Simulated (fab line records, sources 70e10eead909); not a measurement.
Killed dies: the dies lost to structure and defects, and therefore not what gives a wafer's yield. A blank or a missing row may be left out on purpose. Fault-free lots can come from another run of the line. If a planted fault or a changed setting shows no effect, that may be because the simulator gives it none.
Chamber matching + flow nand harc + NHARC_A_CHANNEL_FILL_D1_ETCHBACK_20 on rie diel-12 has 3 sister chambers
The step etches the open film in C4F8/O2/Ar, target depth 27 nm, time 13.5 s. 14 wafers are shown with their chamber, then 4 later ones without.

## EACH WAFER AND ITS CHAMBER
| wafer  | chamber | rf vpp V (V) | oes product au (a.u.) |
|--------|---------|--------------|-----------------------|
| L114.3 | 2       | 971          | 0.91                  |
| L114.5 | 3       | 976          | 0.92                  |
| L114.6 | 0       | 976          | 0.92                  |
| L124.4 | 2       | 971          | 0.93                  |
| L124.5 | 3       | 977          | 0.95                  |
| L124.6 | 0       | 975          | 0.95                  |
| L128.4 | 3       | 977          | 0.94                  |
| L128.5 | 0       | 974          | 0.93                  |
| L128.6 | 3       | 977          | 0.93                  |
| L129.3 | 3       | 978          | 0.93                  |
| L129.4 | 2       | 971          | 0.92                  |
| L129.5 | 0       | 975          | 0.92                  |
| L130.3 | 3       | 979          | 0.93                  |
| L130.4 | 2       | 969          | 0.91                  |

SIGNATURES, as means of the wafers listed above
| reading        | chamber 0 | chamber 2 | chamber 3 | scatter within a chamber |
|----------------|-----------|-----------|-----------|--------------------------|
| rf vpp V       | 975.00    | 970.50    | 977.33    | 0.969                    |
| oes product au | 0.9300    | 0.9175    | 0.9333    | 0.0113                   |
Rule: distance of a wafer from a chamber = root of the sum over the readings of ((wafer's reading minus chamber's mean) / reading's scatter) squared. The wafer belongs to the nearest chamber; if the next one is less than 2 further off, it can't be placed. How the scatter is found: for the shown wafers, subtract from each reading the mean of its chamber, square and add these, divide the total by (wafers less chambers), then take the root.

## WAFERS WITHOUT THEIR CHAMBER
| wafer  | rf vpp V (V) | oes product au (a.u.) |
|--------|--------------|-----------------------|
| L130.5 | 975          | 0.92                  |
| L132.3 | 978          | 0.93                  |
| L132.6 | 976          | 0.92                  |
| L133.1 | 970          | 0.92                  |

## WHICH CHAMBER EACH WENT THROUGH
| wafer  | from the rows above     | in truth |
|--------|-------------------------|----------|
| L130.5 | can't be placed: 0 or 3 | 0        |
| L132.3 | 3                       | 3        |
| L132.6 | can't be placed: 0 or 3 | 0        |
| L133.1 | 2                       | 2        |
Correct placement for 2 of the 4. Cannot be placed on the basis of these rows: 2; the candidates contain the true chamber in 2. Number placed wrongly: 0.
